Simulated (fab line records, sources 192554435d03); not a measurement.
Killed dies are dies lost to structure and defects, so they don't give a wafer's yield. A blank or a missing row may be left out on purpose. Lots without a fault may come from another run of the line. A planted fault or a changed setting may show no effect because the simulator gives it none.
Split-lot experiment | flow n5_finfet | 7 lots, 21 wafers read, on a route of 1938 steps

THE SPLIT
At N5_DUMMY_GATE_COAT_28 (time 60 s, resist thk 10 nm), the setting spin_rpm was moved away from the recipe's 1500 rpm on 10 of the 21 wafers read, by -8.1% to +10.6%. The other wafers ran this setting at the recipe's value.

The reading is taken at the split's own step.

THE READING
underlayer_of_DUMMY_GATE_COAT_28.thk_nm (the simulator's own value, which no gauge read), in nm, at N5_DUMMY_GATE_COAT_28 (time 60 s, resist thk 10 nm). The file gives no usual value for it.

wafer  | tool, chamber at the split | spin_rpm as run, rpm | against the recipe | underlayer_of_DUMMY_GATE_COAT_28.thk_nm, nm | against lot-mates on the recipe
L075.1 | litho_track-04, 0          | 1500                 | recipe             | 10                                          | -
L075.2 | litho_track-04, 0          | 1453                 | -3.1%              | 10.2                                        | +0.2
L075.6 | litho_track-04, 0          | 1453                 | -3.1%              | 10.2                                        | +0.2
L081.1 | litho_track-04, 0          | 1500                 | recipe             | 10                                          | -
L081.3 | litho_track-04, 0          | 1500                 | recipe             | 10                                          | -
L081.6 | litho_track-04, 0          | 1500                 | recipe             | 10                                          | -
L082.1 | litho_track-04, 0          | 1500                 | recipe             | 10                                          | -
L082.5 | litho_track-04, 0          | 1500                 | recipe             | 10                                          | -
L082.3 | litho_track-04, 0          | 1659                 | +10.6%             | 9.4                                         | -0.6
L083.2 | litho_track-05, 0          | 1379                 | -8.1%              | 10.4                                        | +0.4
L083.6 | litho_track-05, 0          | 1379                 | -8.1%              | 10.4                                        | +0.4
L083.4 | litho_track-05, 0          | 1500                 | recipe             | 10                                          | -
L084.2 | litho_track-01, 0          | 1500                 | recipe             | 10                                          | -
L084.5 | litho_track-01, 0          | 1653                 | +10.2%             | 9.6                                         | -0.4
L084.6 | litho_track-01, 0          | 1653                 | +10.2%             | 9.6                                         | -0.4
L087.3 | litho_track-01, 0          | 1556                 | +3.7%              | 9.8                                         | -0.2
L087.4 | litho_track-01, 0          | 1500                 | recipe             | 10                                          | -
L087.5 | litho_track-01, 0          | 1500                 | recipe             | 10                                          | -
L089.1 | litho_track-05, 0          | 1500                 | recipe             | 10                                          | -
L089.5 | litho_track-05, 0          | 1379                 | -8.1%              | 10.4                                        | +0.4
L089.6 | litho_track-05, 0          | 1379                 | -8.1%              | 10.4                                        | +0.4

THE FIT
A straight line over all 21 wafers: underlayer_of_DUMMY_GATE_COAT_28.thk_nm changes by -0.0478 nm for each +1% of spin_rpm; r = -0.99; the points scatter about the line by 0.038 nm.
The same after taking each lot's own level away (the mean of its wafers on the recipe; 21 wafers): -0.0478 nm for each +1%; r = -0.99; scatter 0.038 nm.
On that fit, the largest move of spin_rpm shifts the reading by 0.51 nm.
The lots' own levels span 10.00 to 10.00 nm.
So the lot-to-lot level changes the slope little: the two slopes agree.
Check: with one of the wafers moved furthest among these (+10.6%) left out of the fit, the line predicts -0.465 nm for it against its lot-mates. It came out at -0.6 nm against them.

OTHER SPLITS ON THESE WAFERS
These wafers also went through other splits before the reading. Each is held against what the fit with the lots' levels taken away leaves over:
other split on the same wafers            | wafers away from the commonest value | r with underlayer_of_DUMMY_GATE_COAT_28.thk_nm (lot level and that fit taken away)
N5_ZERO_LAYER_DEVELOP_10 develop_time_s   | 7                                    | -0.42
N5_PMOS_HMC_CHANNEL_EPI_EXPOSE_06 dose_mj | 7                                    | -0.15
N5_FIN_CUT_COAT_02 spin_rpm               | 8                                    | -0.05
N5_DUMMY_GATE_COAT_34 spin_rpm            | 6                                    | +0.45

THE FILE'S OWN FIT
underlayer_of_DUMMY_GATE_COAT_28.thk_nm changes by -0.0493 nm for each +1% of spin_rpm, r = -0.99.
